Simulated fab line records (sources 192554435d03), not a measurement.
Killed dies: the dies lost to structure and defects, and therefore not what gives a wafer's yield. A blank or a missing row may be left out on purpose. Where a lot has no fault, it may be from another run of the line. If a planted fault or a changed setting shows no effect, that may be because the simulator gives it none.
8D (eight disciplines) problem report, filled in by code :: flow n5-finfet :: the parts of the form that need people (team, actions taken, sign-off) are left out

1. PROBLEM STATEMENT
Mean of bias-w at N5_BEOL_M4_ETCH_70: 141.1 W across 6 wafers in 2 lots; on wafers with no fault it is 149.9 W (standard deviation 0.41). That puts it -22 standard deviations away from the usual mean.
The step: etches SOC in N2/H2, target depth 80 nm, overetch 24 nm, time 130 s.
First observed at day 11 04:19: wafer L935.1, on rie-diel-02. The record has a number at this step for 24 wafers belonging to 8 lots. Rule for "out", or "out of limits": more than 4 standard deviations from the usual mean. The other wafers with a number count as sound.

2. WHAT IT IS; WHAT IT IS NOT
question: which readings at this step
is: bias-w, rf-vpp-V
is not: drypump-motor-current-A, oes-product-au, showerhead-plenum-p-Torr, throttle-valve-pct

question: which lots
is: L935, L937
is not: L925, L928, L936, L940, L946, L947

question: which wafers of those lots
is: all that have a number
is not: -

question: read on which tools
is: rie-diel-02
is not: rie-diel-01, rie-diel-05

question: when
is: from day 11 04:19
is not: up to then (6 sound wafers); but 12 sound wafers of L936, L940, L946, L947 came after

3. SUSPECTS, AND WHAT RULES EACH OUT
Counting: any tool at a process step up to the reading is kept as a suspect provided that every lot that is out went through it and no sound lot did after the first of them.
- rie-metal-02 at N5_BEOL_M4_HM_OPEN_17 (chemistry Cl2/BCl3, target TiN, target depth 20 nm, overetch 6 nm): ruled out as a lasting fault. Following L935 (day 10 14:28), the first lot on it that is out, the sound lots L946 were run on it.
- rie-diel-02 at N5_BEOL_M4_ETCH_70 (etches SOC in N2/H2, target depth 80 nm, overetch 24 nm, time 130 s): kept. It ran every lot that is out, first L935 (day 11 04:19), and no sound lot after that; its last sound lot up to then is L928 (day 9 10:05). Out on those wafers are its own readings of bias-w, rf-vpp-V.
The count leaves rie-diel-02 at N5_BEOL_M4_ETCH_70.

4. THE CAUSE (what the simulator had put in)
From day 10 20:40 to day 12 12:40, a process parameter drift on rie-diel-02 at N5_BEOL_M4_ETCH_70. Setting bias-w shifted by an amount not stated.
The count eliminated every tool but this one.

5. SEQUENCE OF EFFECTS, ordered by route
Each row: a reading whose mean over the struck wafers that have a number lies more than 3 standard deviations from the usual. Scope: only readings with a usual standard deviation given in the record; hours: median across lots of the time from each lot's start at the first step in this table that gives one to its start at this step; sigmas: change in usual standard deviations.
hours: 0
step: N5_BEOL_M4_ETCH_70
reading: bias-w
usual: 149.9 W
on struck wafers: 141.1
change: -8.8
sigmas: -22

hours: 0
step: N5_BEOL_M4_ETCH_70
reading: rf-vpp-V
usual: 524.8 V
on struck wafers: 507.2
change: -17.5
sigmas: -6.1
It contains these process steps:
- N5_BEOL_M4_ETCH_70: etches SOC in N2/H2, target depth 80 nm, overetch 24 nm, time 130 s.
At these later measuring or inspecting steps, every struck wafer for which the step has a row has a number for every such reading, and none has moved that far: N5_BEOL_M4_RC_MEAS_101.

6. HOW IT WOULD HAVE BEEN CAUGHT EARLIER
8 hours passed between the start of the fault at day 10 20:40 and the first reading out of limits in this record, taken at day 11 04:19.
